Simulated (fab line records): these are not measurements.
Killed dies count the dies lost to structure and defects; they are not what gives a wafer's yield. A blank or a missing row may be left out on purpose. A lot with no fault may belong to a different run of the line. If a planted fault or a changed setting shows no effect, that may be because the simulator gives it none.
Problem report, 8D (eight disciplines) form, completed by code :: flow n5-finfet :: the parts of the form that need people (team, actions taken, sign-off) are left out

## 1. THE ISSUE
run-length-s at N5_BEOL_M11_CVD_75 reads a mean of 73.7 s on 3 wafers of 3 lots; wafers without a fault read 161.8 s with a standard deviation of 0.48. That is -99 or more standard deviations from the usual mean.
The step: deposits Co from CCTBA/H2, target thk 2 nm, time 138.9 s.
First seen on wafer L334.5, day 17 05:30, on cvd-co-01. The record holds 37 wafers of 14 lots with a number at this step. By rule, "out" or "out of limits" means more than 4 standard deviations away from the usual mean. Any other wafer with a number is counted as sound.

## 2. WHAT IT IS AND WHAT IT IS NOT
question: which readings at this step
is: run-length-s
is not: -

question: which lots
is: L334, L335, L337
is not: L314, L317, L319, L320, L322, L324, L326, L328, L329, L331, L333

question: which wafers of those lots
is: L334.5, L335.2, L337.3
is not: L334.1, L334.4, L337.6

question: read on which tools
is: cvd-co-01
is not: cvd-co-02

question: when
is: from day 17 05:30
is not: up to then (33 sound wafers); but 1 sound wafer of L337 came after

## 3. WHAT RULES OUT EACH SUSPECT
Counting: a tool at a process step up to the reading stays a suspect if it ran every lot that is out. Sound lots after the first of them don't rule it out here, since some wafers of a struck lot are sound.
- cvd-co-01 at N5_BEOL_M11_CVD_75 (deposits Co from CCTBA/H2, target thk 2 nm, time 138.9 s): kept. Ran every lot that is out, first one L334 (day 17 05:30); last sound lot up to then L328 (day 14 13:23). Out on those wafers are its own readings of run-length-s.
- The sound lot-mates ran in chamber 1 of cvd-co-01 at N5_BEOL_M11_CVD_75, but the wafers that are out ran in chamber 2.
The count leaves cvd-co-01 at N5_BEOL_M11_CVD_75.

## 4. THE CAUSE (what the simulator had put in)
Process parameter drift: cvd-co-01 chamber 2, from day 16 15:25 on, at N5_BEOL_M11_CVD_75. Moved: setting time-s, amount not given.
The count eliminated every tool but this one.

## 5. THE EFFECT CHAIN, in route order
Each row: a reading where the mean over the struck wafers with a number is more than 3 standard deviations away from the usual. Scope: only readings with a usual standard deviation given in the record; hours: median across lots of the time from each lot's start at the first step in this table that gives one to its start at this step; sigmas: change in usual standard deviations.
hours: 0
step: N5_BEOL_M11_CVD_75
reading: run-length-s
usual: 161.8 s
on struck wafers: 73.7
change: -88.1
sigmas: -99 or more
Process steps it contains:
- N5_BEOL_M11_CVD_75: deposits Co from CCTBA/H2, target thk 2 nm, time 138.9 s.

## 6. WHAT WOULD HAVE CAUGHT IT SOONER
The fault began at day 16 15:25; the first out-of-limits reading in this record came at day 17 05:30, 14 hours later.
